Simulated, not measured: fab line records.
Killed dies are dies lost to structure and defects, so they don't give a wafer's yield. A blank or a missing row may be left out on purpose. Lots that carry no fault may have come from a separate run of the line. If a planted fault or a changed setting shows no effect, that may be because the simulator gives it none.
Lot-split experiment	flow n5 finfet	7 lots, 21 wafers read, on a route of 1938 steps

## ABOUT THE SPLIT
At N5_BEOL_M9_COAT_22 (resist thk 30 nm), the setting spin rpm was moved away from the recipe's 1500 rpm on 7 of the 21 wafers read, by -9.6% to +10.7%. For the rest of the wafers, this setting stayed at what the recipe calls for.

## FROM THE SPLIT TO THE READING: what the file shows between them, 7 steps
- N5_BEOL_M9_EBR_24
- N5_BEOL_M9_SOFTBAKE_23: time 60 s
- N5_BEOL_M9_EXPOSE_25: exposes mask V8
- N5_BEOL_M9_PEB_26: peb time 60 s
- N5_BEOL_M9_DEVELOP_27: develop time 30 s
- N5_BEOL_M9_DESCUM_33: chemistry O2, time 7 s
- N5_BEOL_M9_ETCH_76: etches underlayer in N2/H2, target depth 6.5 nm, time 5.2 s

## THE READING
CAR-EUV_of_BEOL_M9_COAT_22.thk nm (the simulator's own value, which no gauge read), in nm, at N5_BEOL_M9_ETCH_65 (etches SiARC in CF4, target depth 15.6 nm, time 26 s). The file does not state a usual value for it. Across the 14 wafers here that went through the recipe, the average is 11.2 nm and the standard deviation 0.24 nm.

wafer	tool, chamber at the split	spin rpm as run, rpm	against the recipe	CAR-EUV_of_BEOL_M9_COAT_22.thk nm, nm	against lot-mates on the recipe
L074.2	litho track-04, 0	1500	recipe	11.2	-
L074.3	litho track-04, 0	1661	+10.7%	9.8	-1.4
L074.5	litho track-04, 0	1661	+10.7%	9.6	-1.6
L080.2	litho track-02, 0	1500	recipe	11	-
L080.5	litho track-02, 0	1500	recipe	11.4	-
L080.6	litho track-02, 0	1500	recipe	11.4	-
L084.1	litho track-02, 0	1500	recipe	11.2	-
L084.2	litho track-02, 0	1500	recipe	11	-
L084.3	litho track-02, 0	1500	recipe	11.2	-
L082.1	litho track-04, 0	1500	recipe	11	-
L082.2	litho track-04, 0	1500	recipe	11.2	-
L082.5	litho track-04, 0	1500	recipe	11	-
L087.1	litho track-04, 0	1500	recipe	11.4	-
L087.3	litho track-04, 0	1652	+10.1%	9.8	-1.6
L087.6	litho track-04, 0	1652	+10.1%	10	-1.4
L089.1	litho track-02, 0	1500	recipe	11.6	-
L089.4	litho track-02, 0	1607	+7.1%	10.2	-1.4
L089.6	litho track-02, 0	1607	+7.1%	10.4	-1.2
L092.1	litho track-02, 0	1356	-9.6%	12.8	+1.9
L092.2	litho track-02, 0	1500	recipe	10.6	-
L092.4	litho track-02, 0	1500	recipe	11.2	-

THE FIT
A straight line over all 21 wafers: CAR-EUV_of_BEOL_M9_COAT_22.thk nm changes by -0.139 nm for each +1% of spin rpm; r = -0.96; the points scatter about the line by 0.23 nm.
The same after taking each lot's own level away (the mean of its wafers on the recipe; 21 wafers): -0.16 nm for each +1%; r = -0.98; scatter 0.19 nm.
That fit puts the effect of the largest move of spin rpm on the reading at 1.7 nm.
From 10.90 to 11.60 nm: that is the span of the lots' own levels, equal to 2.9 times the standard deviation above.
Thus the slope moves with the lot-to-lot level: the two fits are different.
Check: -1.75 nm against its lot-mates is what the line predicts for one of the wafers moved furthest among these (+10.7%) when that wafer is left out of the fit. Against them it came out at -1.4 nm.

## THE OTHER SPLITS THESE WAFERS WENT THROUGH
These wafers also went through other splits before the reading. Each is held against what the fit with the lots' levels taken away leaves over:
other split on the same wafers	wafers away from the commonest value	r with CAR-EUV_of_BEOL_M9_COAT_22.thk nm (lot level and that fit taken away)
N5_BEOL_M8_ALD_77 purge time s	9	-0.02
N5_BEOL_M9_COAT_64 spin rpm	6	+0.36

## THE WHOLE CHAIN: every reading that the file lists as answering this split, in the file's order
step	what it does	reading	change (the file's fit)	r (the file's)
N5_BEOL_M9_COAT_22	resist thk 30 nm	CAR-EUV_of_BEOL_M9_COAT_22.thk nm (the simulator's own value, which no gauge read)	-0.153 nm for each +1% of the setting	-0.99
N5_BEOL_M9_DEVELOP_27	develop time 30 s	CAR-EUV_of_BEOL_M9_COAT_22.thk nm (the simulator's own value, which no gauge read)	-0.141 nm for each +1% of the setting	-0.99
N5_BEOL_M9_ETCH_65	etches SiARC in CF4, target depth 15.6 nm, time 26 s	CAR-EUV_of_BEOL_M9_COAT_22.thk nm (the simulator's own value, which no gauge read)	-0.163 nm for each +1% of the setting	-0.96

## THE FILE'S OWN FIT
CAR-EUV_of_BEOL_M9_COAT_22.thk nm changes by -0.163 nm for each +1% of spin rpm, r = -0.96.
